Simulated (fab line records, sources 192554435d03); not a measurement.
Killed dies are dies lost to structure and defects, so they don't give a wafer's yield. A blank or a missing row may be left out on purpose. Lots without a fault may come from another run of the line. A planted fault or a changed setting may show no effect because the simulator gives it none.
A struck lot beside a sound one | flow n5_finfet | 15 steps out of a route of 1938
Sound: wafers L443.2, L443.3, L443.5. Struck: wafers L458.1, L458.2, L458.5. The cause comes at the end.
At each step with rows: each side's tool, then ch and its chambers, then its first start. Under that, the readings that differ: sound wafers | struck wafers | difference of the means | sigmas: that difference in standard deviations of wafers without a fault.
alike: readings whose means differ by less than 2 such deviations, and words and numbers that are the same on both sides. not compared: withheld readings, readings that some wafer has no value for, bounds like >300 that may hide the same value, and numbers for which the record gives no deviation and whose values overlap.
The two part at a step that has a row with sigmas, a row that says differs or no value, or rows on one side only. Numbers that don't overlap but have no deviation are shown without sigmas and don't part them. A reading that every wafer of one side lacks parts them only if that side has two wafers or more.

N5_BEOL_M10_OCD_MEAS_38:
  sound on ocd-02, day 12 01:40; struck on ocd-01, day 15 21:50
  alike: trench_depth_nm
then, 4 steps without rows for these wafers: N5_BEOL_M10_HM_STRIP_39 (strips TiN in peroxide tin strip, target depth 25 nm, time 158 s); N5_BEOL_M10_SRD_40 (time 30 s); N5_BEOL_M10_PRECLEAN_42 (cleans in residue remover, time 60 s); N5_BEOL_M10_SRD_43 (time 30 s).
N5_BEOL_M10_CD_MEAS_35: target cd 70 nm.
  sound on cd_sem-03, day 12 01:49; struck on cd_sem-02, day 15 21:59
  alike: cd_nm
N5_BEOL_M10_CURE_72: cures SiCOH lowk, time 120 s.
  sound on uv_cure-01 ch 1, day 12 01:55; struck on uv_cure-02 ch 2, day 15 22:02
  alike: lamp_power_pct, wafer_temp_C_max
N5_BEOL_M10_DEGAS_44: time 60 s.
  sound on pvd_sputter-03, day 12 02:20; struck on pvd_sputter-01, day 15 23:55
  alike: heater_power_w, susceptor_temp_C
N5_BEOL_M10_PRE_CLEAN_45: time 30 s.
  sound on pvd_sputter-03, day 12 02:23; struck on pvd_sputter-01, day 15 23:58
  alike: heater_power_w, susceptor_temp_C
N5_BEOL_M10_ALD_74: deposits TaN, target thk 2 nm, pulse time 2 s, purge time 3 s.
  sound on ald_metal-01 ch 1,3, day 12 02:26; struck on ald_metal-02 ch 1,2, day 16 00:01
  alike: heater_power_w, susceptor_temp_C
N5_BEOL_M10_SURFACE_TREAT_76:
  sound on pvd_sputter-01, day 12 02:56; struck on pvd_sputter-03, day 16 00:19
  alike: ar_flow_sccm
  not compared: throttle_valve_pct
then, 1 step without rows for these wafers: N5_BEOL_M10_CVD_75 (deposits Co from CCTBA/H2, target thk 2 nm, time 138.9 s).
N5_BEOL_M10_SPUTTER_48: material Cu, target thk 12 nm, time 2 s.
  sound on pvd_sputter-01, day 12 03:22; struck on pvd_sputter-03, day 16 00:31
  reading                | sound             | struck            | difference | sigmas
  cathode_dc_power_W (W) | 26001 25994 26003 | 27883 27885 27875 | +1882      | +99 or more
  alike: bias_v, susceptor_temp_C, throttle_valve_pct
then, 2 steps without rows for these wafers: N5_BEOL_M10_ECD_50 (material Cu, target thk 318 nm); N5_PASSIVATION_PROBE_49.

WHERE THEY PART
Only at N5_BEOL_M10_SPUTTER_48, within this record.

WHY: what the simulator had put in
Process parameter drift: pvd_sputter-03, from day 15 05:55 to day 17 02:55, at N5_BEOL_M10_SPUTTER_48. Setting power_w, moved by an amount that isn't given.
